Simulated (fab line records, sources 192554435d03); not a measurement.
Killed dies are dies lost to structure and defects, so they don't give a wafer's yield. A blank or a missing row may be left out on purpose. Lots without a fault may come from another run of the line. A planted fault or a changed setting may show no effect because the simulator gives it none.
Problem report in the 8D (eight disciplines) form, filled by code | flow n5_finfet | the parts of the form that need people (team, actions taken, sign-off) are left out

1. THE PROBLEM
spin_speed_rpm at N5_BEOL_M15_COAT_04 reads a mean of 1440.7 rpm on 6 wafers of 2 lots; wafers without a fault read 1704.1 rpm with a standard deviation of 1.2. That is -99 or more standard deviations from the usual mean.
The step: resist thk 800 nm.
First seen on wafer L527.2, day 14 02:49, on litho_track-02. The record holds 39 wafers of 13 lots with a number at this step. Rule for "out", or "out of limits": more than 4 standard deviations from the usual mean. The other wafers with a number count as sound.

2. WHAT IT IS AND WHAT IT IS NOT
question                    | is                     | is not
which readings at this step | spin_speed_rpm         | -
which lots                  | L527, L531             | L516, L517, L518, L519, L522, L529, L534, L535, L536, L537, L538
which wafers of those lots  | all that have a number | -
read on which tools         | litho_track-02         | litho_track-03, litho_track-04
when                        | from day 14 02:49      | up to then (15 sound wafers); but 18 sound wafers of L529, L534, L535, L536, L537, L538 came after

3. SUSPECTS, AND WHAT RULES EACH OUT
Counting: a tool at a process step up to the reading stays a suspect if it ran every lot that is out and no sound lot after the first of them.
- litho_track-02 at N5_BEOL_M15_COAT_04 (resist thk 800 nm): kept. It ran every lot that is out, first L527 (day 14 02:49), and no sound lot after that; its last sound lot up to then is L522 (day 12 15:28). Its own readings are out on those wafers: spin_speed_rpm.
Left after counting: litho_track-02 at N5_BEOL_M15_COAT_04.

4. THE CAUSE (what the simulator had put in)
Process parameter drift: litho_track-02, from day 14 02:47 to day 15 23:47, at N5_BEOL_M15_COAT_04. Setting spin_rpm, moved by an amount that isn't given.
Counting left only this tool.

5. THE CHAIN OF EFFECTS, in route order
Each row: a reading whose mean over the struck wafers that have a number lies more than 3 standard deviations from the usual. Only readings for which the record gives a usual standard deviation are gone through. hours: the time from each lot's start at the first step in this table that gives one to its start at this step, as a median over the lots. sigmas: the change in usual standard deviations.
hours | step                | reading        | usual      | on struck wafers | change | sigmas
0     | N5_BEOL_M15_COAT_04 | spin_speed_rpm | 1704.1 rpm | 1440.7           | -263.4 | -99 or more
The process steps in it:
- N5_BEOL_M15_COAT_04: resist thk 800 nm.
Later measuring or inspecting steps at which every struck wafer that the step has a row for has a number for every such reading, and none has moved that far: N5_BEOL_M15_OVL_MEAS_11.

6. WHAT WOULD HAVE CAUGHT IT SOONER
In this record the first reading out of limits was taken at day 14 02:49, 0 hours after the fault began at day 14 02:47.
